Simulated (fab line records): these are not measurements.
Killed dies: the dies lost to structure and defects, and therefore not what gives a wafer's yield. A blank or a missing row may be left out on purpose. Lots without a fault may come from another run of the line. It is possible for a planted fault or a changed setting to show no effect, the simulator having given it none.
Which of the tools did it?	flow n5-finfet	24 lots, 72 wafers sampled, at 5 steps of a route of 1938

## WHAT EACH GAUGE READ, for each wafer
N5_SD_EPI_P_CD_MEAS_09: target cd 240 nm. Usual: cd-nm reads 239.9 nm (standard deviation 0.56).
lot	measured	on	cd-nm (nm)	flag
L074	day 3 07:05	cd-sem-02	238.9 239.9 239.3	
L075	day 3 11:07	cd-sem-02	240.2 238.8 240.4	
L076	day 3 22:11	cd-sem-02	240.1 240.6 240.2	
L077	day 4 00:29	cd-sem-02	240.2 239.8 240.2	
L078	day 4 09:37	cd-sem-03	240.4 239.9 241.3	
L079	day 4 17:49	cd-sem-02	239.5 239.0 239.7	
L080	day 4 19:53	cd-sem-02	240.5 240.3 239.8	
L081	day 5 02:59	cd-sem-02	240.1 240.5 240.1	
L082	day 5 07:13	cd-sem-02	239.0 239.9 240.2	
L083	day 5 13:41	cd-sem-02	239.0 239.0 239.4	
L084	day 5 20:40	cd-sem-03	239.8 240.4 239.7	
L085	day 6 08:11	cd-sem-03	241.0 241.6 240.5	
L086	day 6 08:05	cd-sem-03	239.8 239.9 239.5	
L087	day 6 11:46	cd-sem-03	239.5 238.9 239.7	
L088	day 6 19:45	cd-sem-02	239.8 239.2 239.6	
L089	day 7 02:46	cd-sem-02	239.6 239.8 239.7	
L090	day 7 09:54	cd-sem-02	239.4 239.9 239.9	
L091	day 7 11:15	cd-sem-03	240.8 240.8 239.7	
L092	day 7 20:50	cd-sem-03	240.1 240.3 240.3	
L093	day 8 00:29	cd-sem-01	239.8 239.1 239.6	
L094	day 8 04:49	cd-sem-02	240.7 241.0 240.5	
L095	day 8 12:22	cd-sem-01	240.8 240.5 240.3	
L096	day 8 20:34	cd-sem-02	239.9 239.7 240.9	
L097	day 8 23:33	cd-sem-02	240.6 240.7 241.0	

N5_SDB_OVL_MEAS_12. Usual: for SDB_OVL the level is -0.2 nm and the standard deviation is 0.67.
lot	measured	on	SDB_OVL (nm)	flag
L074	day 3 19:41	overlay-01	-0.9 -0.4 0.4	
L075	day 4 00:23	overlay-02	0.2 -0.8 0.8	
L076	day 4 10:26	overlay-01	0.7 0.7 0.3	
L077	day 4 14:20	overlay-02	-0.8 0.6 -0.7	
L078	day 4 22:02	overlay-02	-0.6 -0.9 -0.4	
L079	day 5 07:20	overlay-02	-0.7 0.3 0.4	
L080	day 5 09:31	overlay-02	1.0 -0.7 -0.3	
L081	day 5 16:32	overlay-01	0.7 -0.1 -0.5	
L082	day 5 20:50	overlay-02	-0.2 0.1 -0.5	
L083	day 6 02:25	overlay-01	-0.1 0.6 -0.8	
L084	day 6 09:52	overlay-01	-0.5 -0.4 -1.6	
L085	day 6 22:11	overlay-01	1.1 0.0 0.0	
L086	day 6 21:50	overlay-02	-0.6 0.1 -0.1	
L087	day 7 01:22	overlay-01	-0.5 -1.6 0.1	
L088	day 7 08:55	overlay-02	-0.8 -1.0 -1.0	
L089	day 7 15:05	overlay-01	-0.8 -0.2 0.4	
L090	day 7 23:28	overlay-02	-1.0 -1.4 -0.8	
L091	day 8 00:03	overlay-01	-0.6 -0.2 0.2	
L092	day 8 10:05	overlay-02	0.6 0.9 1.4	
L093	day 8 13:10	overlay-02	-0.5 -0.7 -1.2	
L094	day 8 16:19	overlay-01	-0.6 0.7 1.2	
L095	day 8 23:57	overlay-01	0.2 -0.4 -0.2	
L096	day 9 08:46	overlay-01	0.6 1.0 0.7	
L097	day 9 12:47	overlay-01	-0.7 -0.8 -0.3	

## TOOL THAT RAN EACH LOT (tool first, then ch and the chambers of the sampled wafers, then the start)
lot	N5_SD_EPI_N_STRIP_38	N5_SD_ACTIVATION_LSA_01	N5_ILD0_CMP_07
L074	plasma-asher-02 ch 0,1, day 3 02:25	laser-anneal-02 ch 0, day 3 11:25	cmp-02 ch 0,2,3, day 3 14:58
L075	plasma-asher-02 ch 0,1, day 3 06:46	laser-anneal-01 ch 0, day 3 16:22	cmp-02 ch 0,1,2, day 3 20:02
L076	plasma-asher-02 ch 0,1, day 3 17:45	laser-anneal-02 ch 0, day 4 03:11	cmp-01 ch 0,1,3, day 4 06:28
L077	plasma-asher-01 ch 0,1, day 3 20:17	laser-anneal-01 ch 0, day 4 06:31	cmp-02 ch 2,3, day 4 09:47
L078	plasma-asher-01 ch 0,1, day 4 04:11	laser-anneal-02 ch 0, day 4 14:31	cmp-02 ch 1,2,3, day 4 17:46
L079	plasma-asher-01 ch 0,1, day 4 12:39	laser-anneal-01 ch 0, day 4 23:56	cmp-01 ch 0,1,2, day 5 03:17
L080	plasma-asher-01 ch 0,1, day 4 15:18	laser-anneal-02 ch 0, day 5 01:16	cmp-01 ch 0,1,2, day 5 05:20
L081	plasma-asher-02 ch 0,1, day 4 22:47	laser-anneal-01 ch 0, day 5 09:22	cmp-02 ch 1,2, day 5 12:37
L082	plasma-asher-02 ch 0,1, day 5 01:53	laser-anneal-02 ch 0, day 5 13:35	cmp-01 ch 0,3, day 5 16:51
L083	plasma-asher-01 ch 0,1, day 5 09:23	laser-anneal-01 ch 0, day 5 18:44	cmp-01 ch 0,1,3, day 5 22:26
L084	plasma-asher-01 ch 0,1, day 5 14:59	laser-anneal-02 ch 0, day 6 02:41	cmp-03 ch 0,3, day 6 05:56
L085	plasma-asher-02 ch 0,1, day 6 02:59	laser-anneal-02 ch 0, day 6 14:44	cmp-02 ch 0,3, day 6 18:10
L086	plasma-asher-02 ch 0,1, day 6 03:47	laser-anneal-01 ch 0, day 6 14:21	cmp-02 ch 2,3, day 6 17:37
L087	plasma-asher-02 ch 0,1, day 6 08:13	laser-anneal-01 ch 0, day 6 17:56	cmp-01 ch 0,1,3, day 6 21:24
L088	plasma-asher-01 ch 0,1, day 6 14:26	laser-anneal-02 ch 0, day 7 01:45	cmp-02 ch 1,2,3, day 7 05:00
L089	plasma-asher-02 ch 0,1, day 6 20:10	laser-anneal-01 ch 0, day 7 07:39	cmp-02 ch 0,3, day 7 11:02
L090	plasma-asher-02 ch 0,1, day 7 04:35	laser-anneal-02 ch 0, day 7 16:10	cmp-03 ch 1,3, day 7 19:25
L091	plasma-asher-02 ch 0,1, day 7 07:12	laser-anneal-01 ch 0, day 7 16:30	cmp-01 ch 1,2, day 7 19:49
L092	plasma-asher-02 ch 0,1, day 7 17:16	laser-anneal-02 ch 0, day 8 01:57	cmp-02 ch 1,2,3, day 8 05:22
L093	plasma-asher-01 ch 0,1, day 7 20:09	laser-anneal-01 ch 0, day 8 05:22	cmp-03 ch 0,1,2, day 8 09:06
L094	plasma-asher-01 ch 0,1, day 8 01:16	laser-anneal-02 ch 0, day 8 08:57	cmp-03 ch 0,1,2, day 8 12:13
L095	plasma-asher-02 ch 0,1, day 8 08:41	laser-anneal-01 ch 0, day 8 16:31	cmp-02 ch 1,3, day 8 19:47
L096	plasma-asher-01 ch 0,1, day 8 15:41	laser-anneal-02 ch 0, day 9 00:55	cmp-01 ch 1,3, day 9 04:17
L097	plasma-asher-02 ch 0,1, day 8 19:22	laser-anneal-01 ch 0, day 9 04:37	cmp-02 ch 2,3, day 9 08:20
- N5_SD_EPI_N_STRIP_38: strips in N2/H2.
- N5_SD_ACTIVATION_LSA_01: time 0.0008 s.
- N5_ILD0_CMP_07: polishes SiO2 flowable, stops on poly-Si, t overpolish 1.18 s, target thk 138.88 nm.

## WHAT THE TOOLS THEMSELVES READ (means of the sampled wafers that have a number; where no wafer has one, the mark that the record gives instead)
N5_SD_EPI_N_STRIP_38. Usual: drypump-motor-current-A 5.6 A, standard deviation 0.6; h2-flow-sccm 3250 sccm, standard deviation 11; heater-power-w 324 W, standard deviation 21; oes-product-au 0.760 a.u., standard deviation 0.011.
lot	tool	drypump-motor-current-A (A)	h2-flow-sccm (sccm)	heater-power-w (W)	oes-product-au (a.u.)	flag
L074	plasma-asher-02	6.1	3246	319	0.756	
L075	plasma-asher-02	5.8	3232	337	0.759	
L076	plasma-asher-02	5.8	3253	339	0.769	
L077	plasma-asher-01	5.0	3255	321	0.759	
L078	plasma-asher-01	5.0	3244	314	0.750	
L079	plasma-asher-01	5.4	3240	321	0.766	
L080	plasma-asher-01	5.4	3250	322	0.763	
L081	plasma-asher-02	6.1	3261	325	0.763	
L082	plasma-asher-02	6.1	3243	316	0.761	
L083	plasma-asher-01	5.0	3257	322	0.758	
L084	plasma-asher-01	5.4	3260	322	0.756	
L085	plasma-asher-02	6.1	3254	318	0.767	
L086	plasma-asher-02	6.1	3253	317	0.769	
L087	plasma-asher-02	6.1	3242	317	0.759	
L088	plasma-asher-01	5.0	3251	314	0.768	
L089	plasma-asher-02	5.8	3258	333	0.761	
L090	plasma-asher-02	6.1	3244	322	0.752	
L091	plasma-asher-02	6.1	3251	315	0.766	
L092	plasma-asher-02	5.8	3266	335	0.768	
L093	plasma-asher-01	5.4	3252	315	0.761	
L094	plasma-asher-01	5.1	3244	320	0.754	
L095	plasma-asher-02	5.8	3255	333	0.757	
L096	plasma-asher-01	5.4	3248	326	0.764	
L097	plasma-asher-02	6.1	3257	321	0.761	

N5_SD_ACTIVATION_LSA_01. Usual: wafer_temp_C_max reads 1084.7 (standard deviation 1.3).
lot	tool	wafer_temp_C_max	flag
L074	laser-anneal-02	1086.3	
L075	laser-anneal-01	1083.5	
L076	laser-anneal-02	1086.3	
L077	laser-anneal-01	1083.1	
L078	laser-anneal-02	1086.3	
L079	laser-anneal-01	1083.4	
L080	laser-anneal-02	1085.3	
L081	laser-anneal-01	1084.0	
L082	laser-anneal-02	1085.2	
L083	laser-anneal-01	1083.9	
L084	laser-anneal-02	1086.3	
L085	laser-anneal-02	1085.3	
L086	laser-anneal-01	1082.9	
L087	laser-anneal-01	1082.9	
L088	laser-anneal-02	1085.7	
L089	laser-anneal-01	1083.6	
L090	laser-anneal-02	1086.2	
L091	laser-anneal-01	1084.7	
L092	laser-anneal-02	1085.8	
L093	laser-anneal-01	1084.3	
L094	laser-anneal-02	1085.3	
L095	laser-anneal-01	1083.9	
L096	laser-anneal-02	1085.1	
L097	laser-anneal-01	1084.7	

N5_ILD0_CMP_07. Usual: motor-current-A reads 12.3 A (standard deviation 1.4).
lot	tool	motor-current-A (A)	flag
L074	cmp-02	12.1	
L075	cmp-02	12.4	
L076	cmp-01	11.6	
L077	cmp-02	12.0	
L078	cmp-02	13.1	
L079	cmp-01	12.3	
L080	cmp-01	12.5	
L081	cmp-02	12.1	
L082	cmp-01	13.3	
L083	cmp-01	11.6	
L084	cmp-03	12.2	
L085	cmp-02	13.1	
L086	cmp-02	12.9	
L087	cmp-01	11.9	
L088	cmp-02	12.6	
L089	cmp-02	13.1	
L090	cmp-03	11.6	
L091	cmp-01	11.2	
L092	cmp-02	13.0	
L093	cmp-03	12.2	
L094	cmp-03	11.9	
L095	cmp-02	13.3	
L096	cmp-01	10.3	
L097	cmp-02	12.8	

## THE ANSWER, worked out from the rows above alone
Rule: a lot is off if the mean of its wafers that have a number lies more than 3 standard deviations from the usual mean. Also off: a lot with no number at a reading for which 4 or more lots have one. All remaining lots with rows at the step are treated as sound. The gauges are gone through in route order, then the tools' own readings, and for those a lot's mean is taken as printed above. At the first step where some lot is off, the reading lying furthest off is the one used; lots without a number count as furthest.
Nothing can be told from this: no lot is off at any reading shown.

## WHAT THE SIMULATOR HAD INSERTED
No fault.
